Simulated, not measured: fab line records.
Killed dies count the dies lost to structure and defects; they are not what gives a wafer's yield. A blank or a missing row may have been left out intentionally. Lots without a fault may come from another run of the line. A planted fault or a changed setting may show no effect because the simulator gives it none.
Tool commonality check || flow n5_finfet || Lots sampled 9, wafers sampled 27

WHY THIS WAS OPENED
At N5_PMOS_HMC_CHANNEL_EPI_OVL_MEAS_10 the reading PMOS_HMC_BLK_OVL is flagged on 2 of 9 lots. Wafers without a fault read 0.1 nm, standard deviation 0.76.
Rule: a lot is flagged in two cases, either no wafer of it has a number, or all its wafers with numbers fall more than 4 standard deviations from that mean. As for the other lots, they are considered sound.

{"lot": "L474", "measured": "day 1 19:40", "on": "overlay-02", "PMOS_HMC_BLK_OVL (nm), wafer by wafer": "0.7 0.2 1.2", "flag": ""}
{"lot": "L475", "measured": "day 2 01:20", "on": "overlay-01", "PMOS_HMC_BLK_OVL (nm), wafer by wafer": "-0.4 -1.1 0.8", "flag": ""}
{"lot": "L477", "measured": "day 2 12:12", "on": "overlay-02", "PMOS_HMC_BLK_OVL (nm), wafer by wafer": "0.2 -0.6 0.9", "flag": ""}
{"lot": "L480", "measured": "day 3 05:03", "on": "overlay-01", "PMOS_HMC_BLK_OVL (nm), wafer by wafer": "1.2 1.2 0.7", "flag": ""}
{"lot": "L481", "measured": "day 3 11:29", "on": "overlay-02", "PMOS_HMC_BLK_OVL (nm), wafer by wafer": "0.0 -0.3 0.1", "flag": ""}
{"lot": "L486", "measured": "day 4 17:30", "on": "overlay-01", "PMOS_HMC_BLK_OVL (nm), wafer by wafer": "0.6 -0.3 0.2", "flag": ""}
{"lot": "L493", "measured": "day 6 16:32", "on": "overlay-02", "PMOS_HMC_BLK_OVL (nm), wafer by wafer": "47.2 47.4 49.1", "flag": "FLAGGED"}
{"lot": "L494", "measured": "day 6 18:23", "on": "overlay-01", "PMOS_HMC_BLK_OVL (nm), wafer by wafer": "0.0 -0.7 -1.1", "flag": ""}
{"lot": "L495", "measured": "day 6 23:50", "on": "overlay-01", "PMOS_HMC_BLK_OVL (nm), wafer by wafer": "47.1 46.8 46.3", "flag": "FLAGGED"}
The numbers of the flagged lots are 47.3 nm on average: +47.2 nm against the usual, or +62 standard deviations.

EACH LOT AND THE TOOL IT RAN ON
Before the reading, the record contains 2 process steps out of a 1938-step route. Each cell gives the tool, then ch followed by the chambers the sampled wafers passed through, then the start.
{"lot": "L474", "flag": "", "N5_ZERO_LAYER_ETCH_17": "rie_diel-03 ch 0,2, day 1 12:50", "N5_PMOS_HMC_CHANNEL_EPI_EXPOSE_06": "arfi_scanner-01 ch 0, day 1 19:32"}
{"lot": "L475", "flag": "", "N5_ZERO_LAYER_ETCH_17": "rie_diel-03 ch 0,1, day 1 18:59", "N5_PMOS_HMC_CHANNEL_EPI_EXPOSE_06": "arfi_scanner-01 ch 0, day 2 01:11"}
{"lot": "L477", "flag": "", "N5_ZERO_LAYER_ETCH_17": "rie_diel-04 ch 2,3, day 2 07:17", "N5_PMOS_HMC_CHANNEL_EPI_EXPOSE_06": "arfi_scanner-03 ch 0, day 2 12:02"}
{"lot": "L480", "flag": "", "N5_ZERO_LAYER_ETCH_17": "rie_diel-03 ch 2,3, day 3 00:44", "N5_PMOS_HMC_CHANNEL_EPI_EXPOSE_06": "arfi_scanner-01 ch 0, day 3 04:53"}
{"lot": "L481", "flag": "", "N5_ZERO_LAYER_ETCH_17": "rie_diel-04 ch 0,1,2, day 3 06:54", "N5_PMOS_HMC_CHANNEL_EPI_EXPOSE_06": "arfi_scanner-03 ch 0, day 3 11:19"}
{"lot": "L486", "flag": "", "N5_ZERO_LAYER_ETCH_17": "rie_diel-04 ch 1,2,3, day 4 12:50", "N5_PMOS_HMC_CHANNEL_EPI_EXPOSE_06": "arfi_scanner-03 ch 0, day 4 17:20"}
{"lot": "L493", "flag": "FLAGGED", "N5_ZERO_LAYER_ETCH_17": "rie_diel-04 ch 0,3, day 6 07:01", "N5_PMOS_HMC_CHANNEL_EPI_EXPOSE_06": "arfi_scanner-03 ch 0, day 6 16:23"}
{"lot": "L494", "flag": "", "N5_ZERO_LAYER_ETCH_17": "rie_diel-04 ch 0,1, day 6 13:17", "N5_PMOS_HMC_CHANNEL_EPI_EXPOSE_06": "arfi_scanner-02 ch 0, day 6 18:14"}
{"lot": "L495", "flag": "FLAGGED", "N5_ZERO_LAYER_ETCH_17": "rie_diel-01 ch 0,2,3, day 6 18:43", "N5_PMOS_HMC_CHANNEL_EPI_EXPOSE_06": "arfi_scanner-03 ch 0, day 6 23:41"}
What these steps do:
- N5_ZERO_LAYER_ETCH_17: etches SiO2 in CF4, target depth 12 nm, time 13.3 s.
- N5_PMOS_HMC_CHANNEL_EPI_EXPOSE_06: exposes mask PMOS HMC BLK, target cd 240 nm.
- N5_PMOS_HMC_CHANNEL_EPI_OVL_MEAS_10

FLAGGED OVER TOTAL, TOOL BY TOOL (the gauges that took the reading come last)
{"step": "N5_ZERO_LAYER_ETCH_17", "tool": "rie_diel-01", "lots run": 1, "flagged": 1, "share of the flagged lots": "some", "sound lots run after its first flagged lot": 0}
{"step": "N5_ZERO_LAYER_ETCH_17", "tool": "rie_diel-03", "lots run": 3, "flagged": 0, "share of the flagged lots": "none", "sound lots run after its first flagged lot": "-"}
{"step": "N5_ZERO_LAYER_ETCH_17", "tool": "rie_diel-04", "lots run": 5, "flagged": 1, "share of the flagged lots": "some", "sound lots run after its first flagged lot": "1 (L494)"}
{"step": "N5_PMOS_HMC_CHANNEL_EPI_EXPOSE_06", "tool": "arfi_scanner-01", "lots run": 3, "flagged": 0, "share of the flagged lots": "none", "sound lots run after its first flagged lot": "-"}
{"step": "N5_PMOS_HMC_CHANNEL_EPI_EXPOSE_06", "tool": "arfi_scanner-02", "lots run": 1, "flagged": 0, "share of the flagged lots": "none", "sound lots run after its first flagged lot": "-"}
{"step": "N5_PMOS_HMC_CHANNEL_EPI_EXPOSE_06", "tool": "arfi_scanner-03", "lots run": 5, "flagged": 2, "share of the flagged lots": "all", "sound lots run after its first flagged lot": 0}
{"step": "N5_PMOS_HMC_CHANNEL_EPI_OVL_MEAS_10", "tool": "overlay-01", "lots run": 5, "flagged": 1, "share of the flagged lots": "some", "sound lots run after its first flagged lot": 0}
{"step": "N5_PMOS_HMC_CHANNEL_EPI_OVL_MEAS_10", "tool": "overlay-02", "lots run": 4, "flagged": 1, "share of the flagged lots": "some", "sound lots run after its first flagged lot": 0}

WHAT IS ALLOWED BY THE TABLE
1 row of the table ran every flagged lot: arfi_scanner-03 at N5_PMOS_HMC_CHANNEL_EPI_EXPOSE_06.
- arfi_scanner-03 at N5_PMOS_HMC_CHANNEL_EPI_EXPOSE_06 ran 5 lots, 2 of them flagged. Its last sound lot is L486 (day 4 17:20), its first flagged lot L493 (day 6 16:23): a fault that began between those two fits.
arfi_scanner-03 at N5_PMOS_HMC_CHANNEL_EPI_EXPOSE_06 is the single tool remaining.

WHAT HAD BEEN PUT IN BY THE SIMULATOR
Scanner matching overlay: arfi_scanner-03, from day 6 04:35 on, at N5_PMOS_HMC_CHANNEL_EPI_EXPOSE_06. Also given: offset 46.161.
Lots struck among those shown: L493, L495. This agrees with what the rule above found.
